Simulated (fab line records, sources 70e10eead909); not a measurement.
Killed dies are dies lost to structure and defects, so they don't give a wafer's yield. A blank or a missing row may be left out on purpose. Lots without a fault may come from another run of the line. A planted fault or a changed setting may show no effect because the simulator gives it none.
fab line records | flow nand_harc
record lots=13 wafers=39 last_day=23
route steps=1159 shown A_SGD_CUT@770 A_BONDPAD@1089 THIN_TSV@1118 END@1159
lots that met no fault: from a run of the same line without faults
start_h: hours from the record's first day to the start of the lot's first wafer shown | wait_h: hours since the lot's step before | " the same as in the row above | L1.1+2: a row that stands for several wafers | - no value, or no start given | * or withheld: withheld | < > ~ a bound
route shown NAME@n: a module of which the file shows steps, and the number in the route of the first | usual: mean/standard deviation of fault-free wafers | same: alike in all rows | chamber/n: place in a boat | sites: the reading at each site | _std_site: their standard deviation | _edge_site: outer sites' mean less inner sites' | radius_mm: how far each site lies from the wafer's centre | mask NAME#n: copy n | behind: the tool/chamber that last shaped the wafer | hold: why the lot was held/for how many hours/how that ended | device: the transistor (n, p or np) that didn't switch | end of line: the same wafers' tests at the end of the route | a step without rows: its recipe alone | killed: dies lost to structure and defects at the first sort, not the wafer's yield | map: a wafer's dies, x killed, . not, _ none there
set.NAME: the setting as run; set.NAME@STEP: as run at that earlier step | model.NAME: the simulator's own value behind a step, which no gauge read
steps of the route over a sample of lots; a table a step, a row a wafer
services: from which hour (start_h, from the record's first day; less than 0 if before it) a tool's chamber was out of use, for how many hours, and why
## steps
# step NHARC_A_SGD_CUT_DEP_20
# recipe target_thk_a=1500 temp_c=65 material=SiO2
# usual susceptor_temp_C=65.02/0.11
# columns lot.wafer tool chamber start_h wait_h susceptor_temp_C
L745.2 fcvd-02 1 299.57 - -
L745.3 " 0 " " -
L745.4 " 1 " " -
L748.1 fcvd-01 0 324.61 - 64.87
L748.3 " 1 " " 65.05
L748.5 " 0 " " 65.25
L746.1 fcvd-02 1 324.79 - 64.94
L746.3 " 1 " " 64.99
L746.4 " 0 " " 64.95
L751.2 fcvd-02 0 330.11 - 64.86
L751.6 " 1 " " 65.02
L751.5 " 0 " " 64.93
L750.1 fcvd-01 1 330.42 - 65.09
L750.4 " 1 " " 65.09
L750.5 " 1 " " 65.05
L749.2 fcvd-02 1 331.59 - 65.12
L749.5 " 0 " " 64.84
L749.6 " 1 " " 65.01
L753.2 fcvd-01 0 357.87 - 64.82
L753.1 " 1 " " 64.98
L753.6 " 1 " " 64.86
L752.2 fcvd-02 1 358.19 - 65.07
L752.5 " 0 " " 65.12
L752.6 " 1 " " 65.03
L754.3 fcvd-01 0 369.93 - -
L754.4 " 1 " " -
L754.5 " 0 " " -
L755.1 fcvd-02 1 370.29 - 65.11
L755.5 " 1 " " 65.11
L755.6 " 0 " " 64.99
L756.2 fcvd-01 1 376.00 - 64.96
L756.3 " 1 " " 64.88
L756.4 " 1 " " 65.03
L758.2 fcvd-01 1 398.46 - -
L758.3 " 1 " " -
L758.4 " 0 " " -
L760.4 fcvd-01 1 401.28 - 64.89
L760.3 " 0 " " 65.04
L760.5 " 0 " " 64.91
# step NHARC_A_BONDPAD_THK_MEAS_20
# recipe thk_meas_gauge=xrf
# usual thk_nm=170.5/1.9
# columns lot.wafer tool chamber start_h wait_h thk_nm
L745.2 film_metro-02 - 413.92 - 174.2
L745.3 " - " " 171.7
L745.4 " - " " 174.1
L746.1 film_metro-01 - 417.77 - 168.3
L746.3 " - " " 168.6
L746.4 " - " " 169.8
L748.1 film_metro-02 - 418.07 - 166.1
L748.3 " - " " 171.1
L748.5 " - " " 169.5
L750.1 film_metro-02 - 423.50 - 167.8
L750.4 " - " " 170.2
L750.5 " - " " 168.0
L749.2 film_metro-01 - 429.55 - 173.8
L749.5 " - " " 168.8
L749.6 " - " " 168.1
L751.2 film_metro-01 - 440.74 - 169.1
L751.5 " - " " 173.0
L751.6 " - " " 169.7
L753.1 film_metro-02 - 460.23 - 173.2
L753.2 " - " " 168.9
L753.6 " - " " 172.2
L752.2 film_metro-01 - 461.29 - 165.1
L752.5 " - " " 170.7
L752.6 " - " " 169.7
L754.3 film_metro-01 - 470.37 - 169.2
L754.4 " - " " 172.2
L754.5 " - " " 168.0
L755.1 film_metro-02 - 474.11 - 167.8
L755.5 " - " " 169.4
L755.6 " - " " 170.1
L756.2 film_metro-02 - 477.08 - 171.3
L756.3 " - " " 171.1
L756.4 " - " " 171.8
L758.2 film_metro-02 - 489.67 - 171.6
L758.3 " - " " 169.9
L758.4 " - " " 167.3
L760.3 film_metro-01 - 514.41 - 172.2
L760.4 " - " " 168.4
L760.5 " - " " 171.1
# step NHARC_THIN_TSV_DESCUM_14
# recipe time_s=3 o2_flow_sccm=200 ar_flow_sccm=0 bias_power_w=0 chemistry=O2
# usual drypump_motor_current_A=5.7/0.42 mfc_ar_sccm=0.009/0.0098 oes_product_au=1.000/0.014 rf_vpp_V=57.7/0.89 showerhead_plenum_p_Torr=1.89/0.1 throttle_valve_pct=11.311/0.0093
# columns lot.wafer tool chamber start_h wait_h drypump_motor_current_A mfc_ar_sccm oes_product_au rf_hours_counter_h rf_vpp_V showerhead_plenum_p_Torr throttle_valve_pct
L745.3 rie_diel-06 3 428.20 - 6.5 0.009 1.005 0 59.2 2.04 11.299
L745.2 " 0 " " 5.3 0.003 0.996 0 58.0 1.99 11.301
L745.4 " 3 " " 6.5 0.009 0.994 - 58.6 2.04 11.310
L746.1 rie_diel-10 0 431.76 - 5.2 0 0.990 6 56.6 1.78 11.316
L746.3 " 1 " " 5.4 0.004 0.994 6 58.8 1.96 11.288
L746.4 " 2 " " 4.9 0 0.994 6 58.0 1.78 11.327
L748.3 rie_diel-10 1 432.81 - 5.4 0.004 0.993 6 57.8 1.96 11.312
L748.1 " 0 " " 5.3 0 0.998 6 56.9 1.78 11.303
L748.5 " 1 " " 5.4 0.004 0.995 - 58.5 1.95 11.309
L750.1 rie_diel-06 3 437.98 - 6.5 0.009 0.998 2 57.5 2.04 11.325
L750.5 " 3 " " 6.5 0.009 0.997 - 57.2 2.04 11.307
L750.4 " 0 " " 5.3 0.003 1.001 - 57.7 1.99 11.325
L749.2 rie_diel-03 3 444.05 - 6.0 0.003 1.007 8 58.0 1.78 11.307
L749.5 " 1 " " 5.6 0.020 1.007 - 56.7 1.78 11.300
L749.6 " 2 " " 5.6 0.014 0.999 - 58.2 1.92 11.317
L751.2 rie_diel-06 2 454.48 - 6.0 0.036 1.005 2 57.8 2.05 11.296
L751.6 " 3 " " 6.5 0.009 0.986 - 58.1 2.04 11.308
L751.5 " 0 " " 5.3 0.003 1.009 - 58.0 1.99 11.328
L753.2 rie_diel-10 2 472.99 - 4.9 0 0.991 10 57.9 1.77 11.316
L753.1 " 1 " " 5.5 0.004 0.979 10 57.0 1.95 11.302
L753.6 " 2 " " 4.9 0 0.980 - 57.3 1.77 11.318
L752.2 rie_diel-10 2 474.33 - 4.9 0 0.984 10 57.8 1.77 11.319
L752.6 " 3 " " 6.0 0.012 0.977 - 57.8 1.89 11.319
L752.5 " 0 " " 5.2 0 0.994 - 56.9 1.78 11.325
L754.4 rie_diel-06 0 483.93 - 5.3 0.003 0.991 5 59.5 1.99 11.308
L754.3 " 2 " " 6.0 0.036 1.018 3 58.0 2.05 11.319
L754.5 " 1 " " 5.9 0 1.006 - 56.5 1.78 11.314
L755.1 rie_diel-06 2 487.25 - 5.9 0.036 1.011 4 59.7 2.05 11.319
L755.5 " 3 " " 6.5 0.009 0.998 - 58.4 2.04 11.314
L755.6 " 0 " " 5.3 0.003 0.990 - 58.2 1.99 11.321
L756.2 rie_diel-06 2 488.04 - 6.0 0.036 1.016 4 57.6 2.05 11.320
L756.4 " 3 " " 6.5 0.009 0.992 5 59.0 2.04 11.293
L756.3 " 0 " " 5.3 0.003 0.983 5 57.3 1.99 11.301
L758.4 rie_diel-03 0 502.49 - 6.0 0.019 1.028 11 57.7 1.92 11.306
L758.3 " 1 " " 5.6 0.020 1.004 12 57.6 1.77 11.318
L758.2 " 3 " " 6.0 0.003 0.999 12 56.7 1.78 11.308
L760.4 rie_diel-03 2 529.29 - 5.6 0.014 1.011 15 57.3 1.92 11.321
L760.3 " 3 " " 5.9 0.003 1.005 15 56.3 1.78 11.301
L760.5 " 1 " " 5.7 0.020 0.999 - 58.3 1.77 11.319
# step NHARC_THIN_TSV_STRIP_56
# recipe power_w=1500 temp_c=250 chemistry=O2
# usual drypump_motor_current_A=5.7/0.43 heater_power_w=313/40 rf_refl_power_W=21/8.6
# columns lot.wafer tool chamber start_h wait_h drypump_motor_current_A heater_power_w rf_hours_counter_h rf_refl_power_W
L745.2 plasma_asher-02 1 434.84 0.1 5.4 312 22 8
L745.4 " 0 " " 6.4 370 - 19
L745.3 " 1 " " 5.4 308 - 8
L746.1 plasma_asher-02 1 438.26 0.1 5.4 308 24 -
L746.3 " 0 " " 6.4 365 - -
L746.4 " 1 " " 5.4 309 - -
L748.1 plasma_asher-02 1 439.43 0.1 5.4 309 25 9
L748.3 " 0 " " 6.4 379 - 19
L748.5 " 0 " " 6.4 377 - 20
L750.1 plasma_asher-01 1 444.60 0.1 5.3 284 58 33
L750.4 " 0 " " 5.6 246 - 25
L750.5 " 0 " " 5.6 240 - 23
L749.2 plasma_asher-02 0 450.97 0.6 6.4 367 29 -
L749.5 " 1 " " 5.4 309 - -
L749.6 " 0 " " 6.4 366 - -
L751.2 plasma_asher-02 1 461.55 0.7 5.5 311 32 9
L751.5 " 0 " " 6.4 375 - 21
L751.6 " 1 " " 5.4 302 - 9
L753.1 plasma_asher-02 0 479.41 0.1 6.4 373 37 20
L753.2 " 1 " " 5.4 307 37 9
L753.6 " 1 " " 5.4 309 - 9
L752.2 plasma_asher-01 1 481.08 0.1 5.3 285 5 32
L752.5 " 1 " " 5.3 280 - 32
L752.6 " 0 " " 5.6 268 - 26
L754.3 plasma_asher-01 1 490.42 0.2 5.3 285 - 33
L754.4 " 0 " " 5.6 270 - 26
L754.5 " 0 " " 5.6 273 - 25
L755.1 plasma_asher-01 1 493.65 0.1 5.3 286 9 32
L755.5 " 1 " " 5.3 286 - 31
L755.6 " 0 " " 5.6 272 - 26
L756.2 plasma_asher-02 0 494.42 0.1 6.4 376 42 20
L756.3 " 0 " " 6.4 376 - 19
L756.4 " 1 " " 5.4 317 - 9
L758.2 plasma_asher-02 1 509.62 0.1 5.4 302 46 8
L758.3 " 0 " " 6.4 362 - 20
L758.4 " 1 " " 5.4 310 - 9
L760.3 plasma_asher-01 1 535.90 0.2 5.3 277 - 33
L760.4 " 0 " " 5.6 262 - 25
L760.5 " 1 " " 5.4 288 - 32
# step NHARC_END_SORT_01
# recipe temp_c=25
# usual killed_at_array=28/11 killed_at_other=0.7/0.88 killed_at_periphery=3.1/2.2 killed_dies=31/12 killed_open=3.3/2 killed_short=2.0/1.6
# same gross_dies=677
# columns lot.wafer tool chamber start_h wait_h killed_at_array killed_at_other killed_at_periphery killed_dies killed_open killed_short
L758.2 prober-01 0 518.38 2.8 28 1 1 30 1 2
L758.3 prober-01 0 519.17 3.1 29 0 6 35 5 2
L758.4 prober-01 0 519.95 3.4 98 0 2 100 0 2
L760.3 prober-02 0 545.68 3.1 96 0 2 98 2 2
L760.4 prober-02 0 546.47 3.4 18 0 3 21 2 3
L760.5 prober-02 0 547.26 3.7 87 0 2 89 0 1
# killed by level:class
L758.2 A_SLIT:chamber_film_flake=8 A_STAIRCASE:chamber_film_flake=7 A_CHANNEL_HOLE_D1:chamber_film_flake=5 A_CONTACT:chamber_film_flake=3 A_CHANNEL_FILL_D1:chamber_film_flake=2 A_WL_FILL:geometric_particle:short=1 A_M0:geometric_particle:open=1 P_STI:chamber_film_flake=1
L758.3 A_SLIT:chamber_film_flake=11 P_STI:chamber_film_flake=5 A_STAIRCASE:chamber_film_flake=4 A_CHANNEL_HOLE_D1:chamber_film_flake=3 A_CONTACT:chamber_film_flake=3 P_M0:geometric_particle:short=1 A_ONON_D1:geometric_particle:open=1 A_CHANNEL_HOLE_D1:geometric_particle:open=1
L758.4 A_SGD_CUT:unspecified=76 A_SLIT:chamber_film_flake=9 A_CHANNEL_HOLE_D1:chamber_film_flake=8 P_STI:chamber_film_flake=2 A_M1:chamber_film_flake=2 A_ONON_D1:geometric_particle:short=1 A_CHANNEL_HOLE_D1:geometric_particle:short=1 A_CHANNEL_FILL_D1:chamber_film_flake=1
L760.3 A_SGD_CUT:unspecified=83 A_CHANNEL_HOLE_D1:chamber_film_flake=4 A_CONTACT:geometric_particle:short=2 P_ZERO_WELL:chamber_film_flake=2 A_STAIRCASE:chamber_film_flake=2 A_CONTACT:chamber_film_flake=2 A_ONON_D1:geometric_particle:open=1 A_M0:geometric_particle:open=1
L760.4 A_CHANNEL_HOLE_D1:chamber_film_flake=6 A_ZERO_WELL:chamber_film_flake=4 A_STAIRCASE:chamber_film_flake=4 P_M0:geometric_particle:short=1 A_ONON_D1:geometric_particle:short=1 A_WL_FILL:geometric_particle:short=1 A_CONTACT:geometric_particle:open=1 A_BLC:geometric_particle:open=1
L760.5 A_SGD_CUT:unspecified=76 A_CONTACT:chamber_film_flake=5 A_CHANNEL_HOLE_D1:chamber_film_flake=2 A_M0:geometric_particle:short=1 P_ZERO_WELL:chamber_film_flake=1 P_M0:chamber_film_flake=1 A_ZERO_WELL:chamber_film_flake=1 A_CHANNEL_FILL_D1:chamber_film_flake=1
## services
# columns tool chamber start_h hours kind
plasma_asher-01 - 276.25 9.0 pm
fcvd-02 - 280.57 2.7 repair
fcvd-01 - 292.00 13.0 pm
rie_diel-10 - 353.50 9.0 pm
fcvd-01 1 354.47 2.1 repair
rie_diel-06 1 354.61 79.9 repair
rie_diel-06 - 356.93 1.1 repair
fcvd-01 - 358.65 0.2 repair
plasma_asher-02 - 360.00 9.0 pm
rie_diel-10 3 369.45 2.4 repair
fcvd-01 0 373.67 12.2 repair
fcvd-02 - 376.00 13.0 pm
rie_diel-06 3 382.19 3.6 repair
rie_diel-06 3 388.27 8.5 repair
plasma_asher-02 - 390.89 1.3 repair
fcvd-02 - 408.41 0.5 repair
rie_diel-06 - 418.27 9.0 pm
rie_diel-06 2 436.20 4.8 repair
fcvd-01 - 443.73 2.2 repair
fcvd-02 - 444.43 30.8 repair
plasma_asher-01 - 453.25 9.0 pm
rie_diel-06 3 464.75 4.4 repair
fcvd-01 - 473.00 13.0 pm
rie_diel-10 2 494.09 71.9 repair
## key
first_sign step=NHARC_END_SORT_01 reading=killed_at_array direction=up sigmas=5.8 usual=28 struck=94
effect step=NHARC_END_SORT_01 reading=killed_dies direction=up sigmas=5.4 usual=31 struck=96
more_kills_born_at NHARC_A_SGD_CUT_DEP_20@fcvd-01=235
met_at NHARC_A_SGD_CUT_DEP_20
struck_lots L758,L760
struck_wafers L758.4,L760.3,L760.5
tester_left_out L758,L760
not_acting_at NHARC_A_BONDPAD_THK_MEAS_20,NHARC_THIN_TSV_DESCUM_14,NHARC_THIN_TSV_STRIP_56
onset_between 369.93 398.46
fault kind=chamber_particle_source tool=fcvd-01 chamber=0 onset_h=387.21 steps=NHARC_A_SGD_CUT_DEP_20 rate_per_visit_cm2=1.1811 end_h=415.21
# tester_left_out: of these lots the tester's yield and bins aren't shown, on N5 and GAA mostly nor the transistor test; their killed dies are dies lost to structure and defects alone, not to doping, threshold or leakage, so they don't give the yield
